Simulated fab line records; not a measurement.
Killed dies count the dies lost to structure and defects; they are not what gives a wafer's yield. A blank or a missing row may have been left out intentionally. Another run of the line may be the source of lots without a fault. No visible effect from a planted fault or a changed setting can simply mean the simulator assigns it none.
Chamber matching	flow nand_harc	NHARC_A_STAIRCASE_TRIM_12 on rie_diel-04 has 4 sister chambers
The step chemistry O2, time 211.2 s. 22 wafers are shown with their chamber, then 11 later ones without.

== WAFERS PAIRED WITH THEIR CHAMBERS ==
wafer	chamber	showerhead_plenum_p_Torr (Torr)	drypump_motor_current_A (A)	rf_vpp_V (V)
L077.3	3	3.32	6.1	56.9
L077.5	2	3.34	5.6	57.1
L077.6	3	3.32	6.1	56.1
L078.1	2	3.34	5.6	57.5
L078.2	3	3.31	6.1	57.3
L078.5	2	3.34	5.6	58.3
L082.2	3	3.31	6.1	55.2
L082.3	1	3.50	6.0	58.2
L082.4	0	3.80	6.0	58.1
L083.1	3	3.30	6.0	55.8
L083.2	1	3.50	6.0	56.7
L083.6	1	3.50	6.0	58.8
L084.1	3	3.30	6.1	57.6
L084.2	0	3.79	6.0	60.7
L084.4	2	3.33	5.6	56.9
L085.2	2	3.33	5.6	57.4
L085.4	3	3.30	6.1	56.8
L085.6	1	3.50	6.0	57.4
L086.1	1	3.50	6.0	57.4
L086.2	0	3.79	5.9	59.3
L086.6	2	3.33	5.6	55.8
L087.1	2	3.33	5.6	57.4

SIGNATURES, as means of the wafers listed above
reading	chamber 0	chamber 1	chamber 2	chamber 3	scatter within a chamber
showerhead_plenum_p_Torr	3.7933	3.5000	3.3343	3.3086	0.00634
drypump_motor_current_A	5.967	6.000	5.600	6.086	0.0291
rf_vpp_V	59.367	57.700	57.200	56.529	0.879
Rule: for a wafer and a chamber, the distance is found by dividing, reading by reading, the gap between the wafer's reading and the chamber's mean by the reading's scatter, squaring, summing and taking the root. The wafer belongs to the nearest chamber; if the next one is less than 2 further off, it can't be placed. The scatter: the root of (the sum of the squares of (reading less its chamber's mean) over the shown wafers, divided by (wafers less chambers)).

== WAFERS WITH NO CHAMBER GIVEN ==
wafer	showerhead_plenum_p_Torr (Torr)	drypump_motor_current_A (A)	rf_vpp_V (V)
L087.2	3.79	6.0	58.0
L087.5	3.32	5.6	57.3
L089.1	3.32	5.6	57.1
L089.4	3.78	5.9	57.5
L089.5	3.32	5.6	57.2
L094.1	3.29	6.1	56.5
L094.2	3.31	5.6	55.7
L094.6	3.77	6.0	58.7
L095.2	3.48	6.0	57.0
L095.3	3.29	6.1	56.6
L095.6	3.29	6.1	58.4

== WHICH CHAMBER EACH ONE RAN IN ==
wafer	from the rows above	in truth
L087.2	0	0
L087.5	2	2
L089.1	2	2
L089.4	0	0
L089.5	2	2
L094.1	3	3
L094.2	2	2
L094.6	0	0
L095.2	1	1
L095.3	3	3
L095.6	3	3
Correct placement for 11 of the 11. From these rows, 0 cannot be placed. Number placed wrongly: 0.
